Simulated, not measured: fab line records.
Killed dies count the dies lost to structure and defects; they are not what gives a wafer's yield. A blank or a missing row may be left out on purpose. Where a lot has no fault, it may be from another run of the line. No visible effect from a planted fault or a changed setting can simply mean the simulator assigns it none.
Matching of chambers | flow n5 finfet | rie diel-01 running N5_HKMG_FIN_DESCUM_17: 4 sister chambers
The step chemistry O2, time 7.9 s. 22 wafers are shown with their chamber, then 11 later ones without.

== WAFERS WITH THEIR CHAMBER ==
wafer  | chamber | throttle valve pct (%) | showerhead plenum p Torr (Torr) | drypump motor current A (A)
L074.1 | 2       | 20.9                   | 2.19                            | 5.7
L074.4 | 1       | 20.5                   | 2.18                            | 5.5
L074.6 | 3       | 20.0                   | 2.05                            | 5.5
L075.2 | 2       | 20.9                   | 2.19                            | 5.6
L075.4 | 0       | 20.0                   | 2.23                            | 5.7
L075.5 | 0       | 20.0                   | 2.23                            | 5.7
L079.1 | 0       | 20.0                   | 2.23                            | 5.7
L079.4 | 2       | 20.9                   | 2.18                            | 5.7
L079.6 | 0       | 20.1                   | 2.23                            | 5.7
L085.2 | 2       | 21.0                   | 2.18                            | 5.7
L085.4 | 3       | 20.0                   | 2.04                            | 5.5
L085.6 | 1       | 20.5                   | 2.18                            | 5.5
L088.1 | 2       | 21.0                   | 2.18                            | 5.7
L088.4 | 1       | 20.5                   | 2.17                            | 5.5
L088.5 | 0       | 20.1                   | 2.22                            | 5.7
L090.1 | 3       | 20.0                   | 2.04                            | 5.5
L090.5 | 3       | 20.0                   | 2.04                            | 5.5
L090.6 | 0       | 20.1                   | 2.22                            | 5.7
L092.2 | 0       | 20.1                   | 2.22                            | 5.7
L092.4 | 1       | 20.5                   | 2.17                            | 5.4
L092.5 | 2       | 21.0                   | 2.17                            | 5.7
L093.2 | 2       | 21.0                   | 2.17                            | 5.7

SIGNATURES (means of the wafers above)
reading                  | chamber 0 | chamber 1 | chamber 2 | chamber 3 | scatter within a chamber
throttle valve pct       | 20.057    | 20.500    | 20.957    | 20.000    | 0.0436
showerhead plenum p Torr | 2.2257    | 2.1750    | 2.1800    | 2.0425    | 0.00644
drypump motor current A  | 5.700     | 5.475     | 5.686     | 5.500     | 0.0299
Rule: a wafer lies at a distance from a chamber equal to the root of the sum of squares, over the readings, of (its reading less the chamber's mean, divided by the reading's scatter). If the next closest chamber is less than 2 further off than the closest, the wafer can't be placed; otherwise it belongs to the closest. The scatter: the root of (the sum of the squares of (reading less its chamber's mean) over the shown wafers, divided by (wafers less chambers)).

== WAFERS WITH NO CHAMBER GIVEN ==
wafer  | throttle valve pct (%) | showerhead plenum p Torr (Torr) | drypump motor current A (A)
L093.4 | 20.1                   | 2.22                            | 5.7
L093.6 | 20.0                   | 2.03                            | 5.5
L076.2 | 20.5                   | 2.17                            | 5.5
L076.3 | 20.0                   | 2.03                            | 5.5
L076.5 | 20.1                   | 2.22                            | 5.7
L097.1 | 20.1                   | 2.21                            | 5.7
L097.3 | 21.0                   | 2.17                            | 5.7
L097.6 | 20.1                   | 2.21                            | 5.7
L096.1 | 21.0                   | 2.17                            | 5.7
L096.3 | 20.1                   | 2.21                            | 5.7
L096.4 | 20.0                   | 2.03                            | 5.5

== CHAMBER TAKEN BY EACH ==
wafer  | from the rows above | in truth
L093.4 | 0                   | 0
L093.6 | 3                   | 3
L076.2 | 1                   | 1
L076.3 | 3                   | 3
L076.5 | 0                   | 0
L097.1 | 0                   | 0
L097.3 | 2                   | 2
L097.6 | 0                   | 0
L096.1 | 2                   | 2
L096.3 | 0                   | 0
L096.4 | 3                   | 3
11 of 11 placed correctly. From these rows, 0 cannot be placed. Placed wrongly: 0.
